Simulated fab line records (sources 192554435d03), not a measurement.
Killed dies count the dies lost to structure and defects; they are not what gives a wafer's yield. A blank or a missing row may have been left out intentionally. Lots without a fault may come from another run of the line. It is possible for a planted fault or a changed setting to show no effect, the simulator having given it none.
Chamber matching :: flow n5_finfet :: 3 sister chambers for N5_BEOL_M15_DEP_53 on pecvd-03
The step deposits SiCN from 3MS/NH3, target thk 50 nm, time 17.8 s. 14 wafers are shown with their chamber, then 7 later ones without.

## WAFERS, EACH WITH ITS CHAMBER
wafer: L076.1
chamber: 0
throttle_valve_pct (%): 19.8
showerhead_plenum_p_Torr (Torr): 4.173

wafer: L076.4
chamber: 2
throttle_valve_pct (%): 16.4
showerhead_plenum_p_Torr (Torr): 4.171

wafer: L076.5
chamber: 1
throttle_valve_pct (%): 17.8
showerhead_plenum_p_Torr (Torr): 4.178

wafer: L077.3
chamber: 0
throttle_valve_pct (%): 20.0
showerhead_plenum_p_Torr (Torr): 4.186

wafer: L077.5
chamber: 2
throttle_valve_pct (%): 16.2
showerhead_plenum_p_Torr (Torr): 4.160

wafer: L077.6
chamber: 0
throttle_valve_pct (%): 19.9
showerhead_plenum_p_Torr (Torr): 4.184

wafer: L081.2
chamber: 0
throttle_valve_pct (%): 20.2
showerhead_plenum_p_Torr (Torr): 4.170

wafer: L081.3
chamber: 2
throttle_valve_pct (%): 16.3
showerhead_plenum_p_Torr (Torr): 4.165

wafer: L081.5
chamber: 2
throttle_valve_pct (%): 16.4
showerhead_plenum_p_Torr (Torr): 4.175

wafer: L092.4
chamber: 2
throttle_valve_pct (%): 16.8
showerhead_plenum_p_Torr (Torr): 4.175

wafer: L092.5
chamber: 1
throttle_valve_pct (%): 18.1
showerhead_plenum_p_Torr (Torr): 4.171

wafer: L092.6
chamber: 0
throttle_valve_pct (%): 20.1
showerhead_plenum_p_Torr (Torr): 4.174

wafer: L094.1
chamber: 2
throttle_valve_pct (%): 16.8
showerhead_plenum_p_Torr (Torr): 4.159

wafer: L094.2
chamber: 0
throttle_valve_pct (%): 20.6
showerhead_plenum_p_Torr (Torr): 4.184

SIGNATURES, as means of the wafers listed above
reading: throttle_valve_pct
chamber 0: 20.100
chamber 1: 17.950
chamber 2: 16.483
scatter within a chamber: 0.265

reading: showerhead_plenum_p_Torr
chamber 0: 4.17850
chamber 1: 4.17450
chamber 2: 4.16750
scatter within a chamber: 0.0069
Rule: a wafer lies at a distance from a chamber equal to the root of the sum of squares, over the readings, of (its reading less the chamber's mean, divided by the reading's scatter). The wafer belongs to the nearest chamber; if the next one is less than 2 further off, it can't be placed. The scatter is the square root of a quotient: the sum, over the shown wafers, of each reading's squared deviation from its chamber's mean, divided by wafers minus chambers.

## WAFERS WHOSE CHAMBER IS MISSING
wafer: L094.3
throttle_valve_pct (%): 18.0
showerhead_plenum_p_Torr (Torr): 4.181

wafer: L095.1
throttle_valve_pct (%): 20.6
showerhead_plenum_p_Torr (Torr): 4.184

wafer: L095.4
throttle_valve_pct (%): 16.8
showerhead_plenum_p_Torr (Torr): 4.170

wafer: L095.5
throttle_valve_pct (%): 20.2
showerhead_plenum_p_Torr (Torr): 4.172

wafer: L097.1
throttle_valve_pct (%): 16.8
showerhead_plenum_p_Torr (Torr): 4.171

wafer: L097.5
throttle_valve_pct (%): 17.8
showerhead_plenum_p_Torr (Torr): 4.168

wafer: L097.6
throttle_valve_pct (%): 20.4
showerhead_plenum_p_Torr (Torr): 4.168

## EACH ONE'S CHAMBER
wafer: L094.3
from the rows above: 1
in truth: 1

wafer: L095.1
from the rows above: 0
in truth: 0

wafer: L095.4
from the rows above: 2
in truth: 2

wafer: L095.5
from the rows above: 0
in truth: 0

wafer: L097.1
from the rows above: 2
in truth: 2

wafer: L097.5
from the rows above: 1
in truth: 1

wafer: L097.6
from the rows above: 0
in truth: 0
Placed correctly: 7 of 7. Not placeable from these rows: 0. Number placed wrongly: 0.
